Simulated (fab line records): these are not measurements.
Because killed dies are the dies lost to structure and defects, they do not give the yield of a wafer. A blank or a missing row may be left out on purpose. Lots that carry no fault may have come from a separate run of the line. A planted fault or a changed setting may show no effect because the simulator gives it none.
fab line records	flow n5Finfet
[record] lots = 24	wafers = 72	lastDay = 17
route steps=1938 shown BEOL_M5@1181 BEOL_M6@1198
lots that met no fault: taken from a fault-free run of the same line
startH: hours from the record's first day to the start of the lot's first wafer shown	waitH: hours elapsed since this lot's preceding step	" same as the row above	L1.1+2: several wafers, shown together as one row	- either no value or no given start	* or withheld: withheld	< > ~ a bound
route shown NAME@n: names a module that has steps shown in the file, with the first one's number in the route	usual: average and standard deviation across the fault-free wafers	same: alike in all rows	chamber/n: place in a boat	sites: readings site by site	_std_site: standard deviation across them	_edge_site: inner sites' mean taken away from outer sites' mean	radiusMm: for every site, how far away it sits from the centre of the wafer	mask NAME#n: copy n	behind: the most recent tool/chamber to have shaped the wafer	hold: why the lot went on hold/how many hours it stayed there/how the hold came to an end	device: names the non-switching transistor (n, p or np)	end of line: tests of these same wafers at the route's end	step lacking rows: just its recipe	killed: at the first sort, the dies lost to defects and structure; wafer yield is something else	map: the dies of a wafer, with x for killed, . for not killed, _ for no die there
set.NAME: the run value of the setting; set.NAME@STEP: its run value at that earlier step	model.NAME: the simulator's own value behind a step, which no gauge read
a sample of lots followed through the steps of the route, with each step as a table and each wafer as a row
services: when a tool's chamber went out of use (startH, in hours from the record's first day, below 0 if earlier), for how many hours, and the reason
[[steps]]
[step N5_BEOL_M5_SPUTTER_88]
[recipe] material = Cu	targetThkA = 150	tempC = -20	chamberPressurePa = 0.07	powerW = withheld	timeS = 27.62
[usual] throttleValvePct = 29.7/1.1
lot.wafer	tool	chamber	startH	waitH	throttleValvePct
L075.2	pvdSputter-02	-	183.84	0.5	29.1
L075.5	"	-	"	"	29.0
L075.6	"	-	"	"	30.6
L077.3	pvdSputter-01	-	187.68	0.5	28.4
L077.5	"	-	"	"	30.7
L077.6	"	-	"	"	28.6
L074.1	pvdSputter-03	-	187.86	0.5	27.9
L074.2	"	-	"	"	29.4
L074.3	"	-	"	"	31.7
L076.3	pvdSputter-02	-	190.15	0.5	29.4
L076.4	"	-	"	"	29.2
L076.5	"	-	"	"	29.4
L080.2	pvdSputter-02	-	210.05	0.5	30.3
L080.4	"	-	"	"	30.7
L080.6	"	-	"	"	29.0
L078.2	pvdSputter-03	-	212.00	0.5	31.5
L078.3	"	-	"	"	29.5
L078.4	"	-	"	"	28.1
L079.1	pvdSputter-01	-	215.01	0.5	29.1
L079.3	"	-	"	"	30.8
L079.4	"	-	"	"	28.6
L081.2	pvdSputter-02	-	222.76	0.5	29.3
L081.5	"	-	"	"	29.3
L081.6	"	-	"	"	30.2
L082.1	pvdSputter-01	-	230.04	0.5	29.1
L082.4	"	-	"	"	28.6
L082.5	"	-	"	"	28.9
L083.1	pvdSputter-03	-	240.14	0.5	31.3
L083.4	"	-	"	"	28.1
L083.6	"	-	"	"	28.1
L084.1	pvdSputter-02	-	246.50	0.5	29.1
L084.3	"	-	"	"	29.4
L084.4	"	-	"	"	30.0
L086.1	pvdSputter-01	-	246.88	0.5	29.1
L086.2	"	-	"	"	28.5
L086.4	"	-	"	"	29.1
L085.3	pvdSputter-01	-	256.00	0.5	29.2
L085.5	"	-	"	"	30.9
L085.6	"	-	"	"	28.5
L087.1	pvdSputter-03	-	264.30	0.5	28.2
L087.3	"	-	"	"	31.3
L087.6	"	-	"	"	28.2
L088.1	pvdSputter-03	-	274.28	0.5	31.5
L088.2	"	-	"	"	28.1
L088.4	"	-	"	"	29.5
L090.3	pvdSputter-01	-	276.83	0.5	29.0
L090.4	"	-	"	"	30.8
L090.6	"	-	"	"	28.6
L092.2	pvdSputter-02	-	283.92	0.5	29.0
L092.3	"	-	"	"	30.4
L092.4	"	-	"	"	29.3
L089.1	pvdSputter-02	-	290.50	0.5	29.2
L089.2	"	-	"	"	30.1
L089.4	"	-	"	"	30.5
L091.2	pvdSputter-03	-	292.19	0.5	29.7
L091.3	"	-	"	"	27.9
L091.5	"	-	"	"	28.3
L093.4	pvdSputter-01	-	298.69	0.5	30.9
L093.5	"	-	"	"	29.1
L093.6	"	-	"	"	28.7
L095.3	pvdSputter-01	-	307.91	0.5	29.1
L095.4	"	-	"	"	28.7
L095.5	"	-	"	"	28.5
L094.1	pvdSputter-03	-	309.78	0.5	31.6
L094.3	"	-	"	"	31.8
L094.5	"	-	"	"	31.3
L096.3	pvdSputter-03	-	314.95	0.5	29.4
L096.5	"	-	"	"	27.9
L096.6	"	-	"	"	31.5
L097.1	pvdSputter-03	-	329.14	0.5	31.7
L097.3	"	-	"	"	28.4
L097.5	"	-	"	"	31.4
[step N5_BEOL_M5_SPUTTER_90]
[recipe] material = Cu	targetThkA = 45	tempC = -20	chamberPressurePa = 0.07	powerW = withheld	timeS = 8.29
[usual] throttleValvePct = 29.7/1.1
lot.wafer	tool	chamber	startH	waitH	throttleValvePct
L075.2	pvdSputter-02	-	184.93	0.5	29.3
L075.5	"	-	"	"	29.3
L075.6	"	-	"	"	30.5
L077.3	pvdSputter-01	-	188.77	0.5	28.6
L077.5	"	-	"	"	30.8
L077.6	"	-	"	"	28.6
L074.1	pvdSputter-03	-	188.94	0.5	28.0
L074.2	"	-	"	"	29.2
L074.3	"	-	"	"	31.6
L076.3	pvdSputter-02	-	191.24	0.5	29.3
L076.4	"	-	"	"	29.2
L076.5	"	-	"	"	29.2
L080.2	pvdSputter-02	-	211.14	0.5	30.4
L080.4	"	-	"	"	30.5
L080.6	"	-	"	"	29.3
L078.2	pvdSputter-03	-	213.18	0.5	31.5
L078.3	"	-	"	"	29.4
L078.4	"	-	"	"	28.2
L079.1	pvdSputter-01	-	216.09	0.5	29.3
L079.3	"	-	"	"	30.7
L079.4	"	-	"	"	28.9
L081.2	pvdSputter-02	-	223.84	0.5	29.1
L081.5	"	-	"	"	29.0
L081.6	"	-	"	"	30.2
L082.1	pvdSputter-01	-	232.89	2.3	28.9
L082.4	"	-	"	"	28.6
L082.5	"	-	"	"	29.0
L083.1	pvdSputter-03	-	241.23	0.5	31.3
L083.4	"	-	"	"	27.8
L083.6	"	-	"	"	28.1
L084.1	pvdSputter-02	-	247.59	0.5	29.2
L084.3	"	-	"	"	29.3
L084.4	"	-	"	"	30.4
L086.1	pvdSputter-01	-	247.96	0.5	29.2
L086.2	"	-	"	"	28.8
L086.4	"	-	"	"	29.0
L085.3	pvdSputter-01	-	257.09	0.5	29.1
L085.5	"	-	"	"	31.1
L085.6	"	-	"	"	28.4
L087.1	pvdSputter-03	-	269.36	4.5	28.1
L087.3	"	-	"	"	31.4
L087.6	"	-	"	"	28.2
L088.1	pvdSputter-03	-	275.36	0.5	31.7
L088.2	"	-	"	"	28.2
L088.4	"	-	"	"	29.6
L090.3	pvdSputter-01	-	277.92	0.5	28.6
L090.4	"	-	"	"	30.8
L090.6	"	-	"	"	28.9
L092.2	pvdSputter-02	-	285.01	0.5	29.1
L092.3	"	-	"	"	30.4
L092.4	"	-	"	"	29.5
L089.1	pvdSputter-02	-	291.58	0.5	29.3
L089.2	"	-	"	"	30.0
L089.4	"	-	"	"	30.6
L091.2	pvdSputter-03	-	293.27	0.5	29.7
L091.3	"	-	"	"	28.2
L091.5	"	-	"	"	28.1
L093.4	pvdSputter-01	-	299.78	0.5	30.5
L093.5	"	-	"	"	29.3
L093.6	"	-	"	"	28.5
L095.3	pvdSputter-01	-	308.99	0.5	29.3
L095.4	"	-	"	"	28.6
L095.5	"	-	"	"	28.7
L094.1	pvdSputter-03	-	310.87	0.5	31.5
L094.3	"	-	"	"	31.5
L094.5	"	-	"	"	31.5
L096.3	pvdSputter-03	-	316.04	0.5	29.2
L096.5	"	-	"	"	28.0
L096.6	"	-	"	"	31.6
L097.1	pvdSputter-03	-	330.22	0.5	31.4
L097.3	"	-	"	"	28.0
L097.5	"	-	"	"	31.3
[step N5_BEOL_M5_RS_MEAS_57]
[recipe] thkMeasGauge = four-point-probe	reads = Co_of_BEOL_M5_CO_CAP_78+Cu_of_BEOL_M5_ECD_50+Co_of_BEOL_M5_CVD_47+TaN_of_BEOL_M5_ALD_86
[usual] M5_RS = 0.391/0.014
lot.wafer	tool	chamber	startH	waitH	M5_RS[ohm/sq]
L075.2	filmMetro-01	-	185.99	0.1	0.373
L075.5	"	-	"	"	0.379
L075.6	"	-	"	"	0.400
L074.1	filmMetro-02	-	190.00	0.0	0.390
L074.2	"	-	"	"	0.381
L074.3	"	-	"	"	0.398
L077.3	filmMetro-02	-	190.25	0.1	0.412
L077.5	"	-	"	"	0.418
L077.6	"	-	"	"	0.403
L076.3	filmMetro-02	-	192.31	0.1	0.403
L076.4	"	-	"	"	0.387
L076.5	"	-	"	"	0.415
L080.2	filmMetro-01	-	212.46	0.1	0.404
L080.4	"	-	"	"	0.400
L080.6	"	-	"	"	0.391
L078.2	filmMetro-01	-	214.51	0.1	0.391
L078.3	"	-	"	"	0.409
L078.4	"	-	"	"	0.406
L079.1	filmMetro-02	-	217.15	0.0	0.380
L079.3	"	-	"	"	0.378
L079.4	"	-	"	"	0.412
L081.2	filmMetro-01	-	225.05	0.1	0.396
L081.5	"	-	"	"	0.408
L081.6	"	-	"	"	0.408
L082.1	filmMetro-02	-	234.19	0.1	0.405
L082.4	"	-	"	"	0.400
L082.5	"	-	"	"	0.401
L083.1	filmMetro-02	-	242.28	0.0	0.389
L083.4	"	-	"	"	0.389
L083.6	"	-	"	"	0.393
L084.1	filmMetro-01	-	248.97	0.0	0.408
L084.3	"	-	"	"	0.425
L084.4	"	-	"	"	0.400
L086.1	filmMetro-01	-	249.42	0.0	0.374
L086.2	"	-	"	"	0.380
L086.4	"	-	"	"	0.412
L085.3	filmMetro-01	-	258.29	0.1	0.389
L085.5	"	-	"	"	0.387
L085.6	"	-	"	"	0.384
L087.1	filmMetro-01	-	270.48	0.0	0.388
L087.3	"	-	"	"	0.398
L087.6	"	-	"	"	0.376
L088.1	filmMetro-01	-	276.42	0.0	0.398
L088.2	"	-	"	"	0.384
L088.4	"	-	"	"	0.394
L090.3	filmMetro-02	-	278.97	0.1	0.391
L090.4	"	-	"	"	0.392
L090.6	"	-	"	"	0.374
L092.2	filmMetro-01	-	286.08	0.1	0.378
L092.3	"	-	"	"	0.368
L092.4	"	-	"	"	0.402
L089.1	filmMetro-01	-	292.64	0.0	0.385
L089.2	"	-	"	"	0.381
L089.4	"	-	"	"	0.376
L091.2	filmMetro-01	-	294.60	0.1	0.403
L091.3	"	-	"	"	0.370
L091.5	"	-	"	"	0.410
L093.4	filmMetro-01	-	300.99	0.0	0.391
L093.5	"	-	"	"	0.379
L093.6	"	-	"	"	0.397
L095.3	filmMetro-02	-	310.63	0.1	0.371
L095.4	"	-	"	"	0.374
L095.5	"	-	"	"	0.382
L094.1	filmMetro-02	-	311.93	0.0	0.384
L094.3	"	-	"	"	0.380
L094.5	"	-	"	"	0.370
L096.3	filmMetro-01	-	317.10	0.1	0.405
L096.5	"	-	"	"	0.371
L096.6	"	-	"	"	0.416
L097.1	filmMetro-01	-	331.28	0.0	0.395
L097.3	"	-	"	"	0.410
L097.5	"	-	"	"	0.402
[step N5_BEOL_M6_HM_DEP_02]
[recipe] material = TiN	targetThkA = 200	tempC = 25	chamberPressurePa = 0.49996
[usual] throttleValvePct = 29.8/0.95
lot.wafer	tool	chamber	startH	waitH	throttleValvePct
L075.2	pvdSputter-01	-	189.11	1.9	30.6
L075.5	"	-	"	"	28.9
L075.6	"	-	"	"	30.9
L074.1	pvdSputter-02	-	193.26	2.6	29.2
L074.2	"	-	"	"	30.2
L074.3	"	-	"	"	29.2
L077.3	pvdSputter-02	-	193.36	2.4	29.5
L077.5	"	-	"	"	29.4
L077.6	"	-	"	"	30.4
L076.3	pvdSputter-02	-	193.76	0.8	29.3
L076.4	"	-	"	"	30.4
L076.5	"	-	"	"	30.0
L080.2	pvdSputter-02	-	217.78	4.6	29.1
L080.4	"	-	"	"	29.3
L080.6	"	-	"	"	29.1
L078.2	pvdSputter-02	-	218.26	3.0	30.2
L078.3	"	-	"	"	29.3
L078.4	"	-	"	"	29.4
L079.1	pvdSputter-02	-	218.56	0.7	29.4
L079.3	"	-	"	"	30.3
L079.4	"	-	"	"	29.3
L081.2	pvdSputter-02	-	226.96	1.2	29.1
L081.5	"	-	"	"	29.1
L081.6	"	-	"	"	29.6
L082.1	pvdSputter-01	-	235.71	0.8	30.6
L082.4	"	-	"	"	28.6
L082.5	"	-	"	"	29.0
L083.1	pvdSputter-02	-	243.05	0.1	30.0
L083.4	"	-	"	"	30.5
L083.6	"	-	"	"	30.5
L084.1	pvdSputter-03	-	250.82	1.2	31.6
L084.3	"	-	"	"	29.3
L084.4	"	-	"	"	31.6
L086.1	pvdSputter-03	-	251.02	0.9	31.4
L086.2	"	-	"	"	29.5
L086.4	"	-	"	"	31.7
L085.3	pvdSputter-02	-	259.79	0.8	30.4
L085.5	"	-	"	"	30.3
L085.6	"	-	"	"	30.2
L087.1	pvdSputter-01	-	271.23	0.1	29.1
L087.3	"	-	"	"	30.9
L087.6	"	-	"	"	30.9
L088.1	pvdSputter-01	-	278.40	1.3	28.7
L088.2	"	-	"	"	30.8
L088.4	"	-	"	"	28.9
L090.3	pvdSputter-03	-	281.46	1.4	31.4
L090.4	"	-	"	"	31.6
L090.6	"	-	"	"	29.9
L092.2	pvdSputter-03	-	286.81	0.0	31.6
L092.3	"	-	"	"	31.6
L092.4	"	-	"	"	29.6
L089.1	pvdSputter-01	-	294.19	0.9	29.2
L089.2	"	-	"	"	28.4
L089.4	"	-	"	"	28.7
L091.2	pvdSputter-02	-	297.12	1.8	30.0
L091.3	"	-	"	"	30.4
L091.5	"	-	"	"	30.1
L093.4	pvdSputter-03	-	301.87	0.2	28.4
L093.5	"	-	"	"	31.8
L093.6	"	-	"	"	31.8
L095.3	pvdSputter-02	-	312.20	0.9	30.3
L095.4	"	-	"	"	29.2
L095.5	"	-	"	"	30.3
L094.1	pvdSputter-01	-	314.87	2.3	30.5
L094.3	"	-	"	"	28.9
L094.5	"	-	"	"	28.5
L096.3	pvdSputter-02	-	319.71	1.9	29.1
L096.5	"	-	"	"	29.3
L096.6	"	-	"	"	29.4
L097.1	pvdSputter-02	-	332.90	0.9	30.5
L097.3	"	-	"	"	30.2
L097.5	"	-	"	"	30.1
[step N5_BEOL_M6_CD_MEAS_18]
[recipe] pitchNm = 80	targetCdNm = 40
[usual] cdNm = 39.9/0.65
lot.wafer	tool	chamber	startH	waitH	cdNm
L075.2	cdSem-01	-	190.17	0.1	40.4
L075.5	"	-	"	"	40.7
L075.6	"	-	"	"	39.9
L074.1	cdSem-02	-	194.62	0.0	40.0
L074.2	"	-	"	"	40.8
L074.3	"	-	"	"	40.4
L077.3	cdSem-01	-	194.66	0.1	39.7
L077.5	"	-	"	"	38.6
L077.6	"	-	"	"	39.3
L076.3	cdSem-02	-	195.11	0.1	38.5
L076.4	"	-	"	"	38.9
L076.5	"	-	"	"	38.8
L080.2	cdSem-02	-	219.19	0.1	39.6
L080.4	"	-	"	"	38.9
L080.6	"	-	"	"	39.1
L078.2	cdSem-03	-	219.46	0.1	41.3
L078.3	"	-	"	"	40.6
L078.4	"	-	"	"	40.6
L079.1	cdSem-03	-	219.77	0.0	39.4
L079.3	"	-	"	"	39.4
L079.4	"	-	"	"	39.7
L081.2	cdSem-03	-	228.56	0.1	40.3
L081.5	"	-	"	"	39.8
L081.6	"	-	"	"	39.6
L082.1	cdSem-02	-	238.48	0.0	41.1
L082.4	"	-	"	"	41.3
L082.5	"	-	"	"	40.7
L083.1	cdSem-01	-	244.24	0.0	40.1
L083.4	"	-	"	"	39.9
L083.6	"	-	"	"	40.4
L084.1	cdSem-03	-	251.90	0.0	40.9
L084.3	"	-	"	"	39.7
L084.4	"	-	"	"	39.3
L086.1	cdSem-03	-	252.00	0.0	40.1
L086.2	"	-	"	"	39.7
L086.4	"	-	"	"	40.5
L085.3	cdSem-01	-	261.05	0.1	39.4
L085.5	"	-	"	"	40.4
L085.6	"	-	"	"	39.5
L087.1	cdSem-03	-	272.15	0.0	39.6
L087.3	"	-	"	"	40.7
L087.6	"	-	"	"	40.2
L088.1	cdSem-02	-	279.32	0.0	40.2
L088.2	"	-	"	"	40.4
L088.4	"	-	"	"	40.0
L090.3	cdSem-03	-	282.47	0.1	40.3
L090.4	"	-	"	"	39.4
L090.6	"	-	"	"	40.2
L092.2	cdSem-01	-	287.79	0.1	40.4
L092.3	"	-	"	"	39.2
L092.4	"	-	"	"	39.9
L089.1	cdSem-03	-	295.24	0.0	40.5
L089.2	"	-	"	"	39.0
L089.4	"	-	"	"	40.2
L091.2	cdSem-01	-	298.42	0.1	39.7
L091.3	"	-	"	"	40.5
L091.5	"	-	"	"	40.6
L093.4	cdSem-02	-	302.92	0.1	40.4
L093.5	"	-	"	"	40.1
L093.6	"	-	"	"	40.0
L095.3	cdSem-03	-	313.30	0.1	39.4
L095.4	"	-	"	"	39.0
L095.5	"	-	"	"	39.0
L094.1	cdSem-03	-	316.09	0.0	39.9
L094.3	"	-	"	"	39.5
L094.5	"	-	"	"	40.8
L096.3	cdSem-02	-	320.91	0.1	40.7
L096.5	"	-	"	"	40.7
L096.6	"	-	"	"	40.8
L097.1	cdSem-01	-	334.23	0.0	40.2
L097.3	"	-	"	"	40.1
L097.5	"	-	"	"	39.3
[step N5_BEOL_M6_CD_MEAS_28]
[recipe] targetCdNm = 40	landingEnergyEv = 500	detector = seInlens
[usual] cdNm = 40.05/0.23
lot.wafer	tool	chamber	startH	waitH	cdNm
L075.2	cdSem-02	0	192.76	-	40.03
L075.5	"	0	"	"	40.49
L075.6	"	0	"	"	40.13
L074.1	cdSem-02	0	195.29	-	39.38
L074.2	"	0	"	"	40.24
L074.3	"	0	"	"	39.89
L077.3	cdSem-02	0	195.46	-	40.33
L077.5	"	0	"	"	39.95
L077.6	"	0	"	"	40.29
L076.3	cdSem-01	0	195.75	-	40.28
L076.4	"	0	"	"	40.00
L076.5	"	0	"	"	40.26
L080.2	cdSem-03	0	220.32	-	39.89
L080.4	"	0	"	"	40.16
L080.6	"	0	"	"	40.09
L079.1	cdSem-01	0	220.37	-	40.22
L079.3	"	0	"	"	40.43
L079.4	"	0	"	"	40.05
L078.2	cdSem-03	0	220.41	-	40.27
L078.3	"	0	"	"	39.88
L078.4	"	0	"	"	39.98
L081.2	cdSem-03	0	230.16	-	40.12
L081.5	"	0	"	"	40.51
L081.6	"	0	"	"	40.15
L082.1	cdSem-02	0	238.91	-	40.23
L082.4	"	0	"	"	39.78
L082.5	"	0	"	"	40.32
L083.1	cdSem-02	0	244.79	-	39.97
L083.4	"	0	"	"	40.22
L083.6	"	0	"	"	40.48
L084.1	cdSem-03	0	254.10	-	39.97
L084.3	"	0	"	"	40.35
L084.4	"	0	"	"	39.74
L086.1	cdSem-03	0	254.78	-	40.23
L086.2	"	0	"	"	40.03
L086.4	"	0	"	"	39.78
L085.3	cdSem-02	0	262.41	-	40.28
L085.5	"	0	"	"	40.48
L085.6	"	0	"	"	39.95
L087.1	cdSem-03	0	274.69	-	39.63
L087.3	"	0	"	"	40.10
L087.6	"	0	"	"	39.85
L088.1	cdSem-03	0	280.09	-	40.04
L088.2	"	0	"	"	40.55
L088.4	"	0	"	"	40.16
L090.3	cdSem-01	0	282.96	-	39.90
L090.4	"	0	"	"	39.98
L090.6	"	0	"	"	39.70
L092.2	cdSem-01	0	290.41	-	40.33
L092.3	"	0	"	"	39.97
L092.4	"	0	"	"	40.22
L089.1	cdSem-03	0	297.34	-	39.97
L089.2	"	0	"	"	40.01
L089.4	"	0	"	"	40.16
L091.2	cdSem-01	0	298.85	-	39.80
L091.3	"	0	"	"	39.91
L091.5	"	0	"	"	39.96
L093.4	cdSem-01	0	305.06	-	39.86
L093.5	"	0	"	"	40.09
L093.6	"	0	"	"	40.05
L095.3	cdSem-01	0	314.38	-	40.19
L095.4	"	0	"	"	40.11
L095.5	"	0	"	"	40.40
L094.1	cdSem-01	0	316.53	-	39.88
L094.3	"	0	"	"	39.90
L094.5	"	0	"	"	40.09
L096.3	cdSem-02	0	323.92	-	40.24
L096.5	"	0	"	"	39.96
L096.6	"	0	"	"	39.91
L097.1	cdSem-03	0	334.67	-	39.81
L097.3	"	0	"	"	40.06
L097.5	"	0	"	"	39.88
[[services]]
tool	chamber	startH	hours	kind
pvdSputter-02	-	200.34	4.0	repair
pvdSputter-02	-	322.06	8.6	repair
[[key]]
fault none
